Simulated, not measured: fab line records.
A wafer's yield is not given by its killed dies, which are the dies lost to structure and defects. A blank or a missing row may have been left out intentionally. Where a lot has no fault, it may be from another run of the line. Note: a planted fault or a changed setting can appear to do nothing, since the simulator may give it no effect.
Which tool was responsible? || flow nand_harc || 6 lots, 18 wafers sampled, at 5 steps of a route of 1159

WHAT THE GAUGES READ, wafer by wafer
NHARC_END_SORT_01.
lot || measured || on || killed_at_array

EACH LOT AND THE TOOL THAT RAN IT (in order: tool; ch and the chambers of the sampled wafers; start)
{"lot": "L573", "NHARC_A_STAIRCASE_ETCH_223": "rie_diel-07 ch 0,1,2, day 11 12:08 or earlier", "NHARC_A_STAIRCASE_ETCH_227": "rie_diel-07 ch 0,3, day 11 12:08 or earlier", "NHARC_A_STAIRCASE_TRIM_229": "rie_diel-07 ch 0,1,2, day 11 12:08", "NHARC_A_STAIRCASE_TRIM_233": "rie_diel-07 ch 0,2, day 11 12:38"}
{"lot": "L576", "NHARC_A_STAIRCASE_ETCH_223": "rie_diel-07 ch 0,1,2, day 12 11:20 or earlier", "NHARC_A_STAIRCASE_ETCH_227": "rie_diel-07 ch 0,1, day 12 11:20 or earlier", "NHARC_A_STAIRCASE_TRIM_229": "rie_diel-07 ch 0,2, day 12 11:20", "NHARC_A_STAIRCASE_TRIM_233": "rie_diel-07 ch 0,1,2, day 12 11:51"}
{"lot": "L581", "NHARC_A_STAIRCASE_ETCH_223": "rie_diel-07 ch 0,3, day 13 07:14 or earlier", "NHARC_A_STAIRCASE_ETCH_227": "rie_diel-07 ch 0,3, day 13 07:14 or earlier", "NHARC_A_STAIRCASE_TRIM_229": "rie_diel-07 ch 0,1,2, day 13 07:14", "NHARC_A_STAIRCASE_TRIM_233": "rie_diel-07 ch 0,3, day 13 07:43"}
{"lot": "L583", "NHARC_A_STAIRCASE_ETCH_223": "rie_diel-03 ch 0,1,3, day 14 06:23 or earlier", "NHARC_A_STAIRCASE_ETCH_227": "rie_diel-03 ch 0,3, day 14 06:23 or earlier", "NHARC_A_STAIRCASE_TRIM_229": "rie_diel-03 ch 0,1,3, day 14 06:23", "NHARC_A_STAIRCASE_TRIM_233": "rie_diel-03 ch 0,3, day 14 07:01"}
{"lot": "L586", "NHARC_A_STAIRCASE_ETCH_223": "rie_diel-11 ch 2,3, day 15 04:49 or earlier", "NHARC_A_STAIRCASE_ETCH_227": "rie_diel-11 ch 0,1,2, day 15 04:49 or earlier", "NHARC_A_STAIRCASE_TRIM_229": "rie_diel-11 ch 0,3, day 15 04:49", "NHARC_A_STAIRCASE_TRIM_233": "rie_diel-11 ch 0,3, day 15 05:18"}
{"lot": "L595", "NHARC_A_STAIRCASE_ETCH_223": "rie_diel-03 ch 0,1,3, day 17 02:35 or earlier", "NHARC_A_STAIRCASE_ETCH_227": "rie_diel-03 ch 0,1,3, day 17 02:35 or earlier", "NHARC_A_STAIRCASE_TRIM_229": "rie_diel-03 ch 0,1,2, day 17 02:35", "NHARC_A_STAIRCASE_TRIM_233": "rie_diel-03 ch 0,2,3, day 17 03:12"}
- NHARC_A_STAIRCASE_ETCH_223: etches the open film in C4F8/O2, target depth 100 nm, time 40.5 s.
- NHARC_A_STAIRCASE_ETCH_227: etches the open film in C4F8/O2, target depth 100 nm, time 40.5 s.
- NHARC_A_STAIRCASE_TRIM_229: chemistry O2, time 211.2 s.
- NHARC_A_STAIRCASE_TRIM_233: chemistry O2, time 211.2 s.

THE ANSWER, worked out from the rows above alone
Rule: usual is defined by the lots themselves. The widest of any qualifying gaps counts: lots, ordered by their means at a reading, are off when they make up no more than a third of the lots, leave a main group of 4 or more, and stand apart from it by 3 or more times the standard deviation of that group's means. A main group is skipped when, at the precision printed for the reading in the tables above, its means are all equal. A lot without any number at a reading at which 4 lots or more have one is off too. Where the step has rows for the other lots, those lots are counted as sound.
No lot is off on any of the readings shown, so nothing can be concluded from this.

WHAT WAS PUT IN BY THE SIMULATOR
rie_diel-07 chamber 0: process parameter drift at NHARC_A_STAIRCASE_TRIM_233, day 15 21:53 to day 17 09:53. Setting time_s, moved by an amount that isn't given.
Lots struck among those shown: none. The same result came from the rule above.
